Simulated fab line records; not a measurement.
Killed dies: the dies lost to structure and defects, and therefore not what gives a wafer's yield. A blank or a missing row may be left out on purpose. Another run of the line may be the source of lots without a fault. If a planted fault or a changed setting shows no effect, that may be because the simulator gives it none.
fab line records    flow n5-finfet
record: lots: 12  wafers: 34  last-day: 18
route steps=1938 shown ZERO_LAYER@15 WELL_APT@25 PMOS_HMC_CHANNEL_EPI@65 PASSIVATION@1936
lots that met no fault: from a run of the same line without faults
start-h: hours from the record's opening day to when the first of the lot's shown wafers began    wait-h: hours from the lot's prior step to this one    " as in the row above    L1.1+2: several wafers, shown together as one row    - value missing, or start not given    * or withheld: withheld    < > ~ a bound
route shown NAME@n: NAME is a module with steps in the file, n the number in the route of the first one    usual: the fault-free wafers' mean and standard deviation    same: alike in all rows    chamber/n: place in a boat    sites: the reading at each site    _std_site: standard deviation of those values    _edge_site: mean of outer sites minus mean of inner sites    radius-mm: how far each site lies from the wafer's centre    mask NAME#n: copy n    behind: the tool/chamber that last shaped the wafer    hold: why the lot was held/for how many hours/how that ended    device: the n, p or np transistor that did not switch    end of line: the tests these same wafers got at the end of their route    a step without rows: its recipe alone    killed: count of dies lost to structure and defects at first sort (not the wafer's yield)    map: per-die view of a wafer (x killed, . not killed, _ where there is no die)
set.NAME: the setting the step ran with; set.NAME@STEP: the setting that earlier step ran with    model.NAME: the simulator's own value behind a step, which no gauge read
the route's steps for a sample of lots (tables are steps, rows are wafers)
services: a tool's chamber out of use, with start hour (start-h, from the record's first day; less than 0 if before it), hours out, and reason
== steps ==
step: N5_ZERO_LAYER_ETCH_17
recipe: chemistry: CF4  target: SiO2  target-depth-a: 120  time-s: 13.3  ion-energy-ev: 350  pressure-mtorr: 40  source-w: 450  bias-w: 215  Ar_flow_sccm: 100  cf4-flow-sccm: 100
usual: drypump-motor-current-A: 5.5/0.35  oes-product-au: 0.76/0.067  rf-vpp-V: 948/3.7  showerhead-plenum-p-Torr: 2.13/0.058  throttle-valve-pct: 15.71/0.24
lot.wafer  tool         chamber  start-h  wait-h  drypump-motor-current-A  oes-product-au  rf-hours-counter-h  rf-vpp-V  showerhead-plenum-p-Torr  throttle-valve-pct
L291.1     rie-diel-04  2        12.73    0.0     5.8                      0.72            199                 943       2.04                      16.01
L291.4     "            2        "        "       5.9                      0.72            -                   942       2.04                      16.01
L291.5     "            1        "        "       5.2                      0.80            -                   949       2.16                      15.33
L292.1     rie-diel-04  1        18.85    0.0     5.2                      0.80            101                 951       2.16                      15.31
L292.2     "            3        "        "       5.6                      1.02            1                   947       2.11                      15.18
L292.6     "            0        "        "       5.1                      0.69            -                   947       2.11                      16.05
L293.1     rie-diel-06  1        24.74    0.0     4.9                      0.82            97                  955       2.25                      15.70
L293.4     "            0        "        "       5.2                      0.78            106                 949       2.16                      15.94
L293.5     "            2        "        "       5.4                      0.71            -                   943       2.04                      15.91
L295.1     rie-diel-02  0        36.74    0.0     5.4                      0.83            70                  946       2.09                      15.52
L295.3     "            1        "        "       5.8                      0.74            186                 952       2.21                      15.60
L295.4     "            3        "        "       5.2                      0.74            161                 948       2.13                      15.44
L297.2     rie-diel-06  0        48.84    0.0     5.2                      0.79            115                 950       2.15                      15.95
L297.3     "            3        "        "       5.9                      0.69            234                 947       2.11                      15.90
L297.4     "            1        "        "       4.9                      0.81            106                 954       2.24                      15.72
L301.1     rie-diel-04  3        72.73    0.0     5.6                      0.95            18                  944       2.10                      15.21
L301.6     "            1        "        "       5.2                      0.78            -                   950       2.15                      15.35
L303.2     rie-diel-06  3        84.84    0.0     5.9                      0.67            244                 946       2.10                      15.91
L303.4     "            0        "        "       5.3                      0.77            125                 951       2.15                      15.96
L303.5     "            3        "        "       5.9                      0.67            -                   946       2.10                      15.93
L304.1     rie-diel-02  1        92.09    0.0     5.8                      0.73            204                 952       2.21                      15.65
L304.4     "            3        "        "       5.2                      0.73            180                 948       2.13                      15.49
L309.3     rie-diel-02  1        120.97   0.0     5.8                      0.73            214                 952       2.20                      15.67
L309.4     "            2        "        "       6.1                      0.76            146                 949       2.15                      15.72
L309.5     "            0        "        "       5.4                      0.81            -                   946       2.08                      15.55
L312.2     rie-diel-02  3        138.86   0.0     5.2                      0.71            194                 946       2.12                      15.51
L312.3     "            1        "        "       5.8                      0.72            219                 952       2.20                      15.67
L312.6     "            1        "        "       5.8                      0.72            -                   952       2.20                      15.69
L313.4     rie-diel-02  3        145.33   0.0     5.2                      0.71            -                   948       2.12                      15.51
L313.5     "            2        "        "       6.0                      0.74            -                   950       2.14                      15.73
L313.6     "            1        "        "       5.8                      0.72            -                   952       2.20                      15.66
L314.1     rie-diel-04  2        151.08   0.0     5.8                      0.68            240                 941       2.03                      16.09
L314.3     "            3        "        "       5.6                      0.90            42                  945       2.09                      15.26
L314.4     "            2        "        "       5.8                      0.69            -                   942       2.03                      16.10
step: N5_WELL_APT_PEB_06
recipe: peb-temp-c: 130  peb-time-s: 90
usual: heater-power-total-W: 172.5/0.81  plate-temp-C: 129.99/0.14  resist-line-temp-C: 23.01/0.1
lot.wafer  tool            chamber  start-h  wait-h  heater-power-total-W  plate-temp-C  resist-line-temp-C
L291.1     litho-track-02  0        13.61    0.1     172.0                 130.06        23.12
L291.4     "               0        "        "       172.9                 130.19        23.05
L291.5     "               0        "        "       171.2                 129.94        22.93
L292.1     litho-track-04  0        19.70    0.1     170.9                 130.11        22.95
L292.2     "               0        "        "       172.9                 129.96        22.97
L292.6     "               0        "        "       173.0                 130.10        23.18
L293.1     litho-track-05  0        25.47    0.1     171.7                 129.86        22.99
L293.4     "               0        "        "       172.0                 129.88        23.01
L293.5     "               0        "        "       172.4                 130.10        22.79
L295.1     litho-track-02  0        37.46    0.1     173.0                 130.07        23.23
L295.3     "               0        "        "       173.6                 130.13        23.14
L295.4     "               0        "        "       172.2                 129.77        23.26
L297.2     litho-track-02  0        49.57    0.0     173.3                 129.95        23.02
L297.3     "               0        "        "       172.6                 130.04        23.03
L297.4     "               0        "        "       173.4                 129.76        23.00
L301.1     litho-track-02  0        73.58    0.1     232.8                 -             23.13
L301.6     "               0        "        "       171.7                 130.12        23.11
L303.2     litho-track-02  0        85.69    0.0     233.8                 -             22.99
L303.4     "               0        "        "       172.0                 130.00        22.96
L303.5     "               0        "        "       172.4                 130.16        22.95
L304.1     litho-track-02  0        92.82    0.1     231.5                 -             23.10
L304.4     "               0        "        "       173.4                 129.88        23.03
L309.3     litho-track-04  0        121.81   0.0     173.5                 130.01        23.12
L309.4     "               0        "        "       172.8                 129.96        22.95
L309.5     "               0        "        "       172.1                 129.86        22.92
L312.2     litho-track-05  0        139.72   0.0     172.5                 130.17        22.98
L312.3     "               0        "        "       172.7                 130.23        23.02
L312.6     "               0        "        "       172.3                 130.07        22.97
L313.4     litho-track-02  0        146.15   0.0     172.6                 130.00        22.90
L313.5     "               0        "        "       173.5                 130.01        22.82
L313.6     "               0        "        "       172.7                 130.04        22.96
L314.1     litho-track-05  0        151.93   0.1     172.7                 129.91        23.07
L314.3     "               0        "        "       172.9                 130.02        22.98
L314.4     "               0        "        "       172.6                 129.96        22.96
step: N5_WELL_APT_CD_MEAS_08
recipe: target-cd-nm: 200  landing-energy-ev: 500  detector: se-inlens
usual: cd-nm: 200.1/1.2
lot.wafer  tool       chamber  start-h  wait-h  cd-nm
L291.1     cd-sem-01  0        13.73    -       202.1
L291.4     "          0        "        "       202.2
L291.5     "          0        "        "       201.3
L292.1     cd-sem-03  0        19.81    -       200.4
L292.2     "          0        "        "       202.2
L292.6     "          0        "        "       199.3
L293.1     cd-sem-02  0        25.59    -       198.7
L293.4     "          0        "        "       198.1
L293.5     "          0        "        "       198.1
L295.1     cd-sem-03  0        37.58    -       199.9
L295.3     "          0        "        "       201.8
L295.4     "          0        "        "       198.0
L297.2     cd-sem-01  0        49.68    -       198.8
L297.3     "          0        "        "       199.7
L297.4     "          0        "        "       199.7
L301.1     cd-sem-01  0        73.70    -       180.1
L301.6     "          0        "        "       202.4
L303.2     cd-sem-03  0        85.81    -       176.7
L303.4     "          0        "        "       200.1
L303.5     "          0        "        "       200.7
L304.1     cd-sem-02  0        92.93    -       177.8
L304.4     "          0        "        "       202.0
L309.3     cd-sem-01  0        121.92   -       199.6
L309.4     "          0        "        "       200.5
L309.5     "          0        "        "       200.9
L312.2     cd-sem-03  0        139.83   -       198.1
L312.3     "          0        "        "       198.7
L312.6     "          0        "        "       199.1
L313.4     cd-sem-02  0        146.27   -       199.2
L313.5     "          0        "        "       198.9
L313.6     "          0        "        "       198.3
L314.1     cd-sem-01  0        152.04   -       197.9
L314.3     "          0        "        "       198.6
L314.4     "          0        "        "       198.9
step: N5_WELL_APT_CD_MEAS_25
recipe: target-cd-nm: 200  landing-energy-ev: 500  detector: se-inlens
usual: cd-nm: 200.0/1.2
lot.wafer  tool       chamber  start-h  wait-h  cd-nm
L291.1     cd-sem-03  0        14.95    -       200.2
L291.4     "          0        "        "       199.9
L291.5     "          0        "        "       199.4
L292.1     cd-sem-02  0        21.04    -       199.0
L292.2     "          0        "        "       199.2
L292.6     "          0        "        "       200.1
L293.1     cd-sem-03  0        26.95    -       199.5
L293.4     "          0        "        "       199.9
L293.5     "          0        "        "       199.2
L295.1     cd-sem-01  0        39.08    -       199.7
L295.3     "          0        "        "       200.0
L295.4     "          0        "        "       199.0
L297.2     cd-sem-01  0        50.94    -       202.9
L297.3     "          0        "        "       200.4
L297.4     "          0        "        "       201.6
L301.1     cd-sem-02  0        75.09    -       200.7
L301.6     "          0        "        "       200.7
L303.2     cd-sem-02  0        87.85    -       199.7
L303.4     "          0        "        "       199.8
L303.5     "          0        "        "       199.2
L304.1     cd-sem-01  0        94.62    -       200.3
L304.4     "          0        "        "       201.3
L309.3     cd-sem-02  0        123.06   -       200.0
L309.4     "          0        "        "       199.4
L309.5     "          0        "        "       199.1
L312.2     cd-sem-01  0        141.08   -       200.2
L312.3     "          0        "        "       199.7
L312.6     "          0        "        "       199.6
L313.4     cd-sem-01  0        147.64   -       199.9
L313.5     "          0        "        "       198.1
L313.6     "          0        "        "       200.6
L314.1     cd-sem-01  0        153.30   -       202.0
L314.3     "          0        "        "       202.0
L314.4     "          0        "        "       202.5
step: N5_PMOS_HMC_CHANNEL_EPI_CD_MEAS_09
recipe: target-cd-nm: 237.4  landing-energy-ev: 500  detector: se-inlens
usual: cd-nm: 237.2/0.83
lot.wafer  tool       chamber  start-h  wait-h  cd-nm
L291.1     cd-sem-01  0        17.33    -       236.8
L291.4     "          0        "        "       237.1
L291.5     "          0        "        "       236.3
L292.1     cd-sem-01  0        23.10    -       236.6
L292.2     "          0        "        "       236.3
L292.6     "          0        "        "       236.8
L293.1     cd-sem-03  0        29.41    -       237.9
L293.4     "          0        "        "       237.4
L293.5     "          0        "        "       238.3
L295.1     cd-sem-01  0        41.25    -       236.9
L295.3     "          0        "        "       236.7
L295.4     "          0        "        "       236.1
L297.2     cd-sem-03  0        53.34    -       235.6
L297.3     "          0        "        "       236.9
L297.4     "          0        "        "       236.6
L301.1     cd-sem-02  0        77.42    -       236.6
L301.6     "          0        "        "       237.9
L303.2     cd-sem-02  0        90.22    -       237.8
L303.4     "          0        "        "       237.0
L303.5     "          0        "        "       236.5
L304.1     cd-sem-01  0        97.12    -       236.3
L304.4     "          0        "        "       236.9
L309.3     cd-sem-03  0        125.65   -       237.4
L309.4     "          0        "        "       237.7
L309.5     "          0        "        "       236.8
L312.2     cd-sem-02  0        143.40   -       237.2
L312.3     "          0        "        "       236.2
L312.6     "          0        "        "       236.7
L313.4     cd-sem-02  0        149.71   -       238.5
L313.5     "          0        "        "       239.2
L313.6     "          0        "        "       238.6
L314.1     cd-sem-03  0        155.47   -       236.3
L314.3     "          0        "        "       237.1
L314.4     "          0        "        "       237.1
step: N5_PASSIVATION_PROBE_49
usual: killed_at_M0_to_M3: 34/9.9  killed_at_M4_up: 14/5.7  killed-at-contacts: 13/6.3  killed-at-front-end: 39/9.9  killed-at-other: 3.7/2.8  killed-dies: 104/15  killed-open: 68/12  killed-short: 34/6.7
same: gross-dies: 1180  killed-at-back-side: 0
lot.wafer  tool       chamber  start-h  wait-h  killed_at_M0_to_M3  killed_at_M4_up  killed-at-contacts  killed-at-front-end  killed-at-other  killed-dies  killed-open  killed-short
L292.1     prober-01  -        287.94   0.0     46                  21               12                  43                   2                124          72           52
L292.2     prober-01  -        287.99   0.1     33                  12               19                  25                   2                91           61           29
L292.6     prober-01  -        288.19   0.3     33                  26               8                   47                   3                117          71           44
L301.1     prober-02  -        370.38   0.0     31                  22               9                   83                   0                145          91           42
L301.6     prober-02  -        370.63   0.3     43                  18               12                  39                   2                114          67           42
L303.2     prober-01  -        381.53   0.1     31                  18               15                  73                   0                137          71           29
L303.4     prober-01  -        381.63   0.2     33                  16               9                   46                   3                107          66           37
L303.5     prober-01  -        381.68   0.2     30                  19               8                   35                   1                93           61           31
L304.1     prober-02  -        382.10   0.0     26                  18               24                  52                   2                122          65           39
L304.4     prober-02  -        382.25   0.2     28                  15               23                  44                   5                115          66           45
L314.1     prober-01  -        427.01   0.0     34                  7                24                  41                   3                109          72           36
L314.3     prober-01  -        427.11   0.1     25                  15               11                  56                   0                107          75           30
L314.4     prober-01  -        427.16   0.2     22                  14               22                  45                   4                107          71           36
killed by level:class
L292.1 MOL_CONTACT_COAG:geometric-particle:open=12 FIN_SAQP:geometric-particle:short=11 BEOL_M0_SAQP:geometric-particle:open=11 BEOL_M1:geometric-particle:open=10 BEOL_M4:geometric-particle:open=10 STI_FIN_REVEAL:geometric-particle:open=9 BEOL_M0_SAQP:geometric-particle:short=9 FIN_SAQP:geometric-particle:open=8
L292.2 MOL_CONTACT_COAG:geometric-particle:open=15 FIN_SAQP:geometric-particle:short=8 BEOL_M0_SAQP:geometric-particle:short=7 BEOL_M0_SAQP:geometric-particle:open=7 BEOL_M3:geometric-particle:open=6 STI_FIN_REVEAL:geometric-particle:open=5 MOL_CONTACT_COAG:geometric-particle:short=4 BEOL_M1:geometric-particle:open=4
L292.6 BEOL_M4:geometric-particle:open=13 FIN_SAQP:geometric-particle:short=10 BEOL_M3:geometric-particle:open=10 BEOL_M2:geometric-particle:open=8 MOL_CONTACT_COAG:geometric-particle:open=7 DUMMY_GATE:geometric-particle:open=6 BEOL_M4:geometric-particle:short=6 FIN_SAQP:geometric-particle:open=5
L301.1 FIN_SAQP:geometric-particle:open=24 STI_FIN_REVEAL:geometric-particle:open=13 FIN_SAQP:geometric-particle:short=12 WELL_APT:area-peb=9 DUMMY_GATE:geometric-particle:open=7 BEOL_M3:geometric-particle:open=7 BEOL_M4:geometric-particle:open=7 MOL_CONTACT_COAG:geometric-particle:open=6
L301.6 STI_FIN_REVEAL:geometric-particle:open=11 BEOL_M2:geometric-particle:open=10 MOL_CONTACT_COAG:geometric-particle:open=9 STI_FIN_REVEAL:geometric-particle:short=8 BEOL_M1:geometric-particle:short=7 BEOL_M4:geometric-particle:open=7 FIN_SAQP:geometric-particle:open=5 DUMMY_GATE:geometric-particle:open=5
L303.2 WELL_APT:area-peb=34 STI_FIN_REVEAL:geometric-particle:open=14 MOL_CONTACT_COAG:geometric-particle:open=13 BEOL_M1:geometric-particle:open=11 BEOL_M4:geometric-particle:open=7 FIN_SAQP:geometric-particle:open=4 GATE_CUT:geometric-particle:short=4 BEOL_M0_SAQP:geometric-particle:short=4
L303.4 FIN_SAQP:geometric-particle:short=8 STI_FIN_REVEAL:geometric-particle:open=8 FIN_SAQP:geometric-particle:open=7 BEOL_M0_SAQP:geometric-particle:short=7 MOL_CONTACT_COAG:geometric-particle:open=6 BEOL_M0:geometric-particle:open=6 BEOL_M1:geometric-particle:open=6 BEOL_M0_SAQP:geometric-particle:open=5
L303.5 STI_FIN_REVEAL:geometric-particle:open=11 BEOL_M4:geometric-particle:open=8 BEOL_M1:geometric-particle:open=6 MOL_CONTACT_COAG:geometric-particle:open=5 BEOL_M4:geometric-particle:short=5 GATE_CUT:geometric-particle:open=4 BEOL_M0_SAQP:geometric-particle:short=4 BEOL_M0:geometric-particle:open=4
L304.1 MOL_CONTACT_COAG:geometric-particle:open=20 WELL_APT:area-peb=17 BEOL_M0_SAQP:geometric-particle:short=13 BEOL_M4:geometric-particle:open=10 STI_FIN_REVEAL:geometric-particle:open=7 GATE_CUT:geometric-particle:open=4 GATE_CUT:geometric-particle:short=4 MOL_CONTACT_COAG:geometric-particle:short=4
L304.4 MOL_CONTACT_COAG:geometric-particle:open=18 STI_FIN_REVEAL:geometric-particle:open=14 FIN_SAQP:geometric-particle:short=12 BEOL_M0_SAQP:geometric-particle:short=6 BEOL_M4:geometric-particle:open=6 MOL_CONTACT_COAG:geometric-particle:short=5 BEOL_M3:geometric-particle:open=5 BEOL_M0_SAQP:geometric-particle:open=4
L314.1 MOL_CONTACT_COAG:geometric-particle:open=21 BEOL_M0_SAQP:geometric-particle:open=10 BEOL_M0_SAQP:geometric-particle:short=9 GATE_CUT:geometric-particle:open=8 FIN_SAQP:geometric-particle:open=7 DUMMY_GATE:geometric-particle:open=7 BEOL_M2:geometric-particle:short=7 FIN_SAQP:geometric-particle:short=5
L314.3 FIN_SAQP:geometric-particle:short=11 DUMMY_GATE:geometric-particle:open=11 FIN_SAQP:geometric-particle:open=10 MOL_CONTACT_COAG:geometric-particle:open=9 GATE_CUT:geometric-particle:open=6 BEOL_M0_SAQP:geometric-particle:open=6 BEOL_M4:geometric-particle:open=6 BEOL_M3:geometric-particle:short=4
L314.4 MOL_CONTACT_COAG:geometric-particle:open=18 FIN_SAQP:geometric-particle:short=12 BEOL_M4:geometric-particle:open=9 FIN_SAQP:geometric-particle:open=7 GATE_CUT:geometric-particle:open=7 GATE_CUT:geometric-particle:short=6 BEOL_M2:geometric-particle:open=6 BEOL_M0:geometric-particle:open=5
== services ==
tool            chamber  start-h  hours  kind
rie-diel-04     3        -7.43    -      clean
rie-diel-04     3        -7.43    -      consumable-replace:focus-ring
rie-diel-04     3        -7.43    23.7   scheduled-down
rie-diel-04     3        -7.43    23.7   vent-cycle
rie-diel-02     1        -0.14    1.8    repair
litho-track-04  -        3.29     -      consumable-replace:filter
rie-diel-02     2        43.18    5.5    repair
rie-diel-02     0        59.49    24.6   repair
rie-diel-04     -        77.71    4.0    pm
rie-diel-04     -        85.65    11.0   repair
rie-diel-06     3        97.44    -      clean
rie-diel-06     3        97.44    -      consumable-replace:focus-ring
rie-diel-06     3        97.44    17.3   scheduled-down
rie-diel-06     3        97.44    17.3   vent-cycle
rie-diel-04     1        109.40   44.5   repair
rie-diel-04     2        110.11   3.2    repair
rie-diel-04     0        133.33   1.2    repair
rie-diel-02     0        140.91   14.8   repair
rie-diel-02     -        146.49   4.3    repair
== key ==
first-sign: step: N5_WELL_APT_PEB_06  reading: heater-power-total-W  direction: up  sigmas: 74  usual: *  struck: *
effect: step: N5_WELL_APT_CD_MEAS_08  reading: cd-nm  direction: down  sigmas: 19  usual: 200.1  struck: 178.2
effect: step: N5_PASSIVATION_PROBE_49  reading: killed-at-front-end  direction: up  sigmas: 3.1  usual: 39  struck: 69  wafers-moved: 2
met-at N5_WELL_APT_PEB_06
struck-lots L301,L303,L304
struck-wafers L301.1,L303.2,L304.1
tester-left-out L301,L303,L304
not-acting-at N5_ZERO_LAYER_ETCH_17,N5_WELL_APT_CD_MEAS_25,N5_PMOS_HMC_CHANNEL_EPI_CD_MEAS_09
onset-between 49.57 73.58
fault: kind: process-parameter-drift  tool: litho-track-02  chamber: -  onset-h: 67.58  steps: N5_WELL_APT_PEB_06  channel: peb-time-s  offset: *  shape: step  end-h: 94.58  scope: struck-wafers-only  acts-in: *  stated: *
tester-left-out: of these lots the tester's yield and bins aren't shown, on N5 and GAA mostly nor the transistor test; their killed dies are dies lost to structure and defects alone, not to doping, threshold or leakage, so they don't give the yield
